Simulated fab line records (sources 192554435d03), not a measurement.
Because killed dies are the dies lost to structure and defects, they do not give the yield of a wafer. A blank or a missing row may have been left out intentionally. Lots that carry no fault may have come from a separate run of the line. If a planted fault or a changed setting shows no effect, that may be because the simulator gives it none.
Matching of chambers + flow n5 finfet + N5_FIN_SAQP_PECVD_06 on pecvd-02 has 3 sister chambers
The step deposits a-Si from SiH4/He, target thk 60 nm, time 48.1 s. 14 wafers are shown with their chamber, then 7 later ones without.

== WAFERS WITH THEIR CHAMBER ==
| wafer  | chamber | showerhead plenum p Torr (Torr) | throttle valve pct (%) | heater power w (W) |
|--------|---------|---------------------------------|------------------------|--------------------|
| L076.1 | 2       | 5.73                            | 18.0                   | 897                |
| L076.2 | 0       | 5.65                            | 18.7                   | 1112               |
| L076.4 | 1       | 5.66                            | 17.3                   | 1094               |
| L079.1 | 1       | 5.66                            | 17.3                   | 1138               |
| L079.2 | 2       | 5.73                            | 17.9                   | 926                |
| L079.6 | 0       | 5.65                            | 18.8                   | 1049               |
| L084.3 | 2       | 5.73                            | 18.2                   | 751                |
| L084.5 | 1       | 5.66                            | 17.3                   | 1162               |
| L084.6 | 2       | 5.72                            | 18.0                   | 757                |
| L088.1 | 0       | 5.66                            | 18.7                   | 954                |
| L088.4 | 1       | 5.66                            | 17.2                   | 1094               |
| L088.5 | 0       | 5.67                            | 18.6                   | 961                |
| L092.2 | 1       | 5.67                            | 17.5                   | 1163               |
| L092.3 | 2       | 5.73                            | 18.5                   | 799                |

SIGNATURES (means of the wafers above)
| reading                  | chamber 0 | chamber 1 | chamber 2 | scatter within a chamber |
|--------------------------|-----------|-----------|-----------|--------------------------|
| showerhead plenum p Torr | 5.6575    | 5.6620    | 5.7280    | 0.00629                  |
| throttle valve pct       | 18.700    | 17.320    | 18.120    | 0.164                    |
| heater power w           | 1019.00   | 1130.20   | 826.00    | 66.1                     |
Rule: for each reading, subtract the chamber's mean from the wafer's reading, divide by that reading's scatter and square the result; add these up over the readings and take the root, which gives the wafer's distance from the chamber. If the next closest chamber is less than 2 further off than the closest, the wafer can't be placed; otherwise it belongs to the closest. The scatter: the root of (the sum of the squares of (reading less its chamber's mean) over the shown wafers, divided by (wafers less chambers)).

== WAFERS WHOSE CHAMBER IS MISSING ==
| wafer  | showerhead plenum p Torr (Torr) | throttle valve pct (%) | heater power w (W) |
|--------|---------------------------------|------------------------|--------------------|
| L092.4 | 5.75                            | 18.3                   | 811                |
| L096.3 | 5.66                            | 17.3                   | 1006               |
| L096.5 | 5.65                            | 18.7                   | 936                |
| L096.6 | 5.67                            | 17.4                   | 1021               |
| L097.1 | 5.66                            | 17.1                   | 1141               |
| L097.4 | 5.74                            | 18.3                   | 776                |
| L097.5 | 5.66                            | 17.4                   | 1167               |

== CHAMBER TAKEN BY EACH ==
| wafer  | from the rows above | in truth |
|--------|---------------------|----------|
| L092.4 | 2                   | 2        |
| L096.3 | 1                   | 1        |
| L096.5 | 0                   | 0        |
| L096.6 | 1                   | 1        |
| L097.1 | 1                   | 1        |
| L097.4 | 2                   | 2        |
| L097.5 | 1                   | 1        |
Correct placement for 7 of the 7. Number that these rows cannot place: 0. Wrongly placed: 0.
